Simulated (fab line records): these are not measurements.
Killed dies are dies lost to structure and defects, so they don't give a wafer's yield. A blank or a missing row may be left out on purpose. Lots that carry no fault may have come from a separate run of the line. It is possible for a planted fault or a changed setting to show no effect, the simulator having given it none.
Matching of chambers    flow n5Finfet    rieDiel-01 running N5_BEOL_M0_SAQP_SPACER2_ETCHBACK_27: 4 sister chambers
The step etches SiO2 in CHF3/O2, target depth 22.5 nm, time 11.25 s. 20 wafers are shown with their chamber, then 10 later ones without.

## WAFERS WITH THEIR CHAMBER
wafer   chamber  drypumpMotorCurrentA (A)  rfVppV (V)  showerheadPlenumPTorr (Torr)
L080.3  0        6.0                       540         2.41
L080.4  1        5.7                       517         2.28
L080.5  3        6.3                       487         2.33
L083.2  3        6.3                       487         2.33
L083.3  2        5.6                       519         2.36
L083.5  3        6.3                       487         2.33
L085.1  3        6.3                       487         2.32
L085.4  2        5.6                       520         2.35
L085.5  0        6.0                       541         2.40
L086.2  3        6.3                       488         2.32
L086.3  0        6.0                       541         2.40
L086.6  2        5.6                       520         2.35
L088.4  0        6.0                       541         2.40
L088.5  0        6.0                       539         2.40
L088.6  1        5.7                       515         2.28
L089.1  0        6.0                       542         2.40
L089.3  3        6.3                       487         2.32
L089.5  3        6.4                       487         2.32
L090.4  2        5.6                       519         2.35
L090.5  1        5.7                       516         2.28

SIGNATURES (means of the wafers above)
reading                chamber 0  chamber 1  chamber 2  chamber 3  scatter within a chamber
drypumpMotorCurrentA   6.000      5.700      5.600      6.314      0.0231
rfVppV                 540.67     516.00     519.50     487.14     0.758
showerheadPlenumPTorr  2.4017     2.2800     2.3525     2.3243     0.00454
Rule: distance of a wafer from a chamber = root of the sum over the readings of ((wafer's reading minus chamber's mean) / reading's scatter) squared. The wafer belongs to the nearest chamber; if the next one is less than 2 further off, it can't be placed. How the scatter is found: for the shown wafers, subtract from each reading the mean of its chamber, square and add these, divide the total by (wafers less chambers), then take the root.

## WAFERS WITH NO CHAMBER GIVEN
wafer   drypumpMotorCurrentA (A)  rfVppV (V)  showerheadPlenumPTorr (Torr)
L090.6  6.0                       540         2.40
L091.2  5.7                       515         2.28
L091.4  6.0                       540         2.40
L091.6  5.7                       515         2.28
L092.1  6.3                       487         2.32
L092.2  5.7                       517         2.28
L092.3  5.6                       518         2.35
L094.1  5.7                       516         2.27
L094.4  6.0                       541         2.40
L094.5  6.3                       487         2.32

## EACH ONE'S CHAMBER
wafer   from the rows above  in truth
L090.6  0                    0
L091.2  1                    1
L091.4  0                    0
L091.6  1                    1
L092.1  3                    3
L092.2  1                    1
L092.3  2                    2
L094.1  1                    1
L094.4  0                    0
L094.5  3                    3
10 of 10 placed correctly. From these rows, 0 cannot be placed. 0 placed wrongly.
